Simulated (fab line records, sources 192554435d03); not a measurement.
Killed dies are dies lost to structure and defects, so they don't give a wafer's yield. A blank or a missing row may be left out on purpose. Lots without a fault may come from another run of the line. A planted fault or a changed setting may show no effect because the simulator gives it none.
fab line records | flow n5_finfet | part 2 of 2: steps 5 to 6 of 6
record lots=21 wafers=63 last_day=18
route steps=1938 shown GATE_CUT@493 MOL_CONTACT_COAG@529
lots that met no fault: from a run of the same line without faults
start_h: hours from the record's first day to the start of the lot's first wafer shown | wait_h: hours since the lot's step before | " the same as in the row above | L1.1+2: a row that stands for several wafers | - no value, or no start given | * or withheld: withheld | < > ~ a bound
route shown NAME@n: a module of which the file shows steps, and the number in the route of the first | usual: mean/standard deviation of fault-free wafers | same: alike in all rows | chamber/n: place in a boat | sites: the reading at each site | _std_site: their standard deviation | _edge_site: outer sites' mean less inner sites' | radius_mm: how far each site lies from the wafer's centre | mask NAME#n: copy n | behind: the tool/chamber that last shaped the wafer | hold: why the lot was held/for how many hours/how that ended | device: the transistor (n, p or np) that didn't switch | end of line: the same wafers' tests at the end of the route | a step without rows: its recipe alone | killed: dies lost to structure and defects at the first sort, not the wafer's yield | map: a wafer's dies, x killed, . not, _ none there
set.NAME: the setting as run; set.NAME@STEP: as run at that earlier step | model.NAME: the simulator's own value behind a step, which no gauge read
steps of the route over a sample of lots; a table a step, a row a wafer
services: from which hour (start_h, from the record's first day; less than 0 if before it) a tool's chamber was out of use, for how many hours, and why
## steps
# step N5_MOL_CONTACT_COAG_ETCH_47
# recipe chemistry=CH3F/O2 target=SiNx target_depth_a=270 mask_material=SiO2 stop_on=W over_etch_frac=0.2 ion_energy_ev=120 endpoint=OES-CN pressure_mtorr=30 source_w=395 bias_w=73 Ar_flow_sccm=150 CH3F_flow_sccm=30 O2_flow_sccm=20 ends=end_point
# usual bias_w=72.99/0.21 drypump_motor_current_A=5.6/0.39 etch_rf_on_time_s=31.2/0.46 oes_product_au=0.71/0.079 rf_vpp_V=297/5.2 showerhead_plenum_p_Torr=2.02/0.065 throttle_valve_pct=16.21/0.19
# columns lot.wafer tool chamber start_h wait_h bias_w drypump_motor_current_A etch_rf_on_time_s oes_product_au rf_hours_counter_h rf_vpp_V showerhead_plenum_p_Torr throttle_valve_pct
L074.2 rie_diel-02 2 101.25 0.0 72.78 6.6 31.1 0.71 124 299 1.92 16.16
L074.3 " 3 " " 73.31 5.5 31.6 0.83 19 287 1.97 16.33
L074.4 " 0 " " 73.35 5.4 31.4 0.74 82 297 2.03 16.07
L076.1 rie_diel-04 0 109.46 0.0 73.01 5.9 31.4 0.69 149 298 2.00 16.17
L076.2 " 2 " " 72.93 5.7 30.6 0.68 151 288 2.09 16.50
L076.4 " 1 " " 72.99 5.4 31.9 0.61 237 293 1.96 16.22
L077.1 rie_diel-04 1 118.36 0.0 73.09 5.4 32.0 0.61 241 293 1.96 16.23
L077.4 " 3 " " 73.21 5.0 30.9 0.86 14 298 2.14 16.04
L077.6 " 0 " " 73.28 5.9 31.0 0.69 - 296 2.00 16.20
L078.3 rie_diel-05 3 121.43 0.0 72.88 5.7 31.6 0.65 181 306 1.99 16.23
L078.5 " 3 " " 72.92 5.7 31.3 0.65 - 306 1.99 16.22
L078.6 " 0 " " 72.69 5.6 31.0 0.80 - 299 2.10 16.04
L079.1 rie_diel-05 1 135.53 0.0 72.92 5.4 31.7 0.61 244 298 1.96 16.60
L079.2 " 0 " " 72.72 5.6 31.3 0.78 33 300 2.10 16.06
L079.6 " 2 " " 73.04 5.8 31.5 0.64 - 292 2.07 15.99
L081.2 rie_diel-02 1 142.26 0.0 72.84 5.4 32.0 0.60 252 305 2.05 16.72
L081.4 " 1 " " 73.01 5.4 32.2 0.60 - 304 2.05 16.74
L081.5 " 0 " " 72.55 5.4 31.3 0.72 - 298 2.02 16.11
L080.1 rie_diel-05 3 146.85 0.0 73.10 5.7 31.4 0.64 192 307 1.99 16.24
L080.2 " 1 " " 73.09 5.4 31.4 0.60 247 298 1.96 16.60
L080.4 " 0 " " 73.35 5.6 31.0 0.79 36 299 2.10 16.06
L082.4 rie_diel-04 3 151.91 0.0 72.88 5.0 30.5 0.83 - 297 2.14 16.06
L082.5 " 0 " " 73.06 5.9 31.2 0.69 - 298 1.99 16.19
L082.6 " 2 " " 73.03 5.7 30.6 0.68 - 289 2.09 16.52
L083.1 rie_diel-02 0 154.47 0.0 72.97 5.4 31.9 0.70 106 296 2.02 16.11
L083.2 " 3 " " 72.89 5.5 31.8 0.79 33 287 1.97 16.35
L083.6 " 0 " " 72.89 5.4 31.6 0.71 - 296 2.02 16.13
L084.3 rie_diel-02 3 163.21 0.0 72.81 5.5 31.9 0.79 37 287 1.97 16.36
L084.5 " 0 " " 72.75 5.4 31.7 0.71 - 298 2.02 16.13
L084.6 " 2 " " 72.96 6.6 31.0 0.68 - 298 1.91 16.21
L086.1 rie_diel-05 2 172.62 0.0 73.17 5.8 30.8 0.64 192 293 2.07 16.04
L086.2 " 0 " " 72.86 5.6 31.0 0.78 47 299 2.10 16.07
L086.3 " 3 " " 73.00 5.7 30.9 0.64 204 305 1.98 16.28
L088.1 rie_diel-02 0 189.38 0.0 72.84 5.4 31.5 0.70 119 297 2.01 16.16
L088.4 " 1 " " 72.94 5.4 30.8 0.83 8 303 2.05 16.26
L088.5 " 1 " " 72.87 5.4 30.3 0.83 - 304 2.05 16.27
L087.1 rie_diel-04 1 189.50 0.0 73.17 5.4 31.6 0.82 9 292 1.95 15.80
L087.3 " 0 " " 72.74 5.9 31.5 0.66 177 296 1.99 16.23
L087.4 " 3 " " 72.69 5.0 31.2 0.79 41 298 2.13 16.08
L089.3 rie_diel-02 2 192.59 0.0 73.40 6.6 31.5 0.67 159 299 1.91 16.21
L089.5 " 2 " " 73.67 6.6 31.1 0.67 - 298 1.91 16.22
L089.6 " 3 " " 72.94 5.5 31.6 0.78 - 288 1.96 16.38
L090.3 rie_diel-05 3 201.10 0.0 72.94 5.7 31.9 0.63 216 306 1.98 16.28
L090.4 " 2 " " 73.33 5.8 31.7 0.62 204 293 2.06 16.03
L090.6 " 2 " " 73.42 5.8 31.5 0.62 - 293 2.06 16.05
L091.2 rie_diel-05 1 204.58 0.0 72.86 5.4 30.0 0.87 6 299 1.96 16.15
L091.3 " 0 " " 73.35 5.6 30.6 0.76 59 298 2.09 16.10
L091.6 " 0 " " 72.83 5.6 31.0 0.75 - 299 2.09 16.09
L092.2 rie_diel-04 0 207.42 0.0 72.90 5.9 31.4 0.66 182 297 1.99 16.23
L092.3 " 1 " " 72.97 5.4 31.6 0.82 15 293 1.95 15.81
L092.4 " 3 " " 73.24 5.0 31.5 0.79 46 300 2.13 16.10
L093.1 rie_diel-02 0 214.68 0.0 73.22 5.4 31.3 0.70 126 298 2.01 16.19
L093.2 " 3 " " 72.96 5.5 31.6 0.77 54 287 1.96 16.37
L093.4 " 2 " " 72.93 6.6 31.1 0.67 166 298 1.91 16.24
L095.2 rie_diel-04 1 224.98 0.0 72.93 5.4 31.1 0.81 20 292 1.95 15.81
L095.3 " 0 " " 73.27 5.9 31.2 0.67 188 298 1.98 16.25
L095.4 " 3 " " 72.76 5.0 30.4 0.79 52 296 2.13 16.10
L096.3 rie_diel-02 1 233.31 0.0 72.87 5.4 30.7 0.80 22 304 2.04 16.30
L096.5 " 3 " " 72.99 5.5 32.1 0.76 - 287 1.96 16.40
L096.6 " 2 " " 72.89 6.6 31.6 0.66 - 299 1.91 16.25
L097.1 rie_diel-05 0 236.43 0.0 72.77 5.6 31.1 0.74 69 300 2.09 16.12
L097.4 " 3 " " 73.02 5.7 31.7 0.62 225 307 1.98 16.30
L097.5 " 3 " " 72.68 5.7 31.8 0.62 - 306 1.98 16.31
# step N5_MOL_CONTACT_COAG_CD_MEAS_137
# recipe target_cd_nm=16
# usual cd_nm=15.9/0.37
# columns lot.wafer tool chamber start_h wait_h cd_nm
L074.2 cd_sem-03 - 101.77 0.0 15.5
L074.3 " - " " 16.1
L074.4 " - " " 16.8
L076.1 cd_sem-02 - 109.70 0.0 16.5
L076.2 " - " " 16.1
L076.4 " - " " 16.5
L077.1 cd_sem-01 - 118.59 0.0 16.1
L077.4 " - " " 16.2
L077.6 " - " " 16.3
L078.3 cd_sem-02 - 121.66 0.0 16.4
L078.5 " - " " 15.2
L078.6 " - " " 16.0
L079.1 cd_sem-02 - 135.75 0.0 15.8
L079.2 " - " " 15.7
L079.6 " - " " 16.0
L081.2 cd_sem-03 - 142.49 0.0 16.0
L081.4 " - " " 15.5
L081.5 " - " " 15.6
L080.1 cd_sem-03 - 147.37 0.0 16.2
L080.2 " - " " 16.0
L080.4 " - " " 15.7
L082.4 cd_sem-01 - 152.42 0.0 15.3
L082.5 " - " " 16.3
L082.6 " - " " 16.3
L083.1 cd_sem-03 - 154.70 0.0 15.5
L083.2 " - " " 15.1
L083.6 " - " " 15.9
L084.3 cd_sem-01 - 163.78 0.0 15.5
L084.5 " - " " 16.5
L084.6 " - " " 15.7
L086.1 cd_sem-01 - 172.90 0.0 15.7
L086.2 " - " " 15.3
L086.3 " - " " 16.1
L088.1 cd_sem-01 - 189.60 0.0 15.4
L088.4 " - " " 15.9
L088.5 " - " " 15.6
L087.1 cd_sem-01 - 189.73 0.0 15.5
L087.3 " - " " 16.2
L087.4 " - " " 15.3
L089.3 cd_sem-02 - 192.82 0.0 16.4
L089.5 " - " " 16.0
L089.6 " - " " 15.6
L090.3 cd_sem-03 - 201.33 0.0 16.4
L090.4 " - " " 16.5
L090.6 " - " " 16.3
L091.2 cd_sem-03 - 204.81 0.0 16.1
L091.3 " - " " 15.4
L091.6 " - " " 16.0
L092.2 cd_sem-02 - 207.65 0.0 16.5
L092.3 " - " " 15.7
L092.4 " - " " 15.8
L093.1 cd_sem-01 - 214.92 0.0 16.1
L093.2 " - " " 15.7
L093.4 " - " " 16.0
L095.2 cd_sem-02 - 225.21 0.0 16.0
L095.3 " - " " 16.3
L095.4 " - " " 15.7
L096.3 cd_sem-02 - 233.58 0.0 15.7
L096.5 " - " " 15.1
L096.6 " - " " 16.0
L097.1 cd_sem-03 - 236.66 0.0 16.1
L097.4 " - " " 15.2
L097.5 " - " " 15.3
## services
# columns tool chamber start_h hours kind
rie_diel-01 2 60.91 23.0 repair
rie_diel-01 - 62.44 2.8 pm
cmp-03 - 62.76 2.1 repair
cmp-03 - 65.88 4.0 pm
rie_diel-06 1 71.21 24.2 repair
rie_metal-02 - 77.89 10.0 pm
rie_diel-04 - 86.97 0.2 repair
rie_diel-05 1 89.57 3.7 repair
cmp-01 - 99.22 3.3 repair
rie_diel-03 1 103.40 9.8 repair
rie_diel-04 3 103.87 1.6 repair
cmp-03 - 119.06 4.5 repair
rie_diel-02 2 123.38 3.3 repair
rie_diel-02 3 124.20 18.9 repair
rie_diel-05 2 127.78 5.4 repair
rie_diel-04 0 133.20 5.6 repair
rie_diel-01 3 161.64 11.6 repair
rie_diel-03 3 167.69 6.6 repair
cmp-01 - 173.70 4.0 pm
cmp-01 - 190.44 1.3 repair
rie_diel-05 3 207.52 3.0 repair
rie_metal-02 1 207.66 7.3 repair
rie_diel-03 3 222.21 10.9 repair
rie_metal-02 - 234.60 4.1 repair
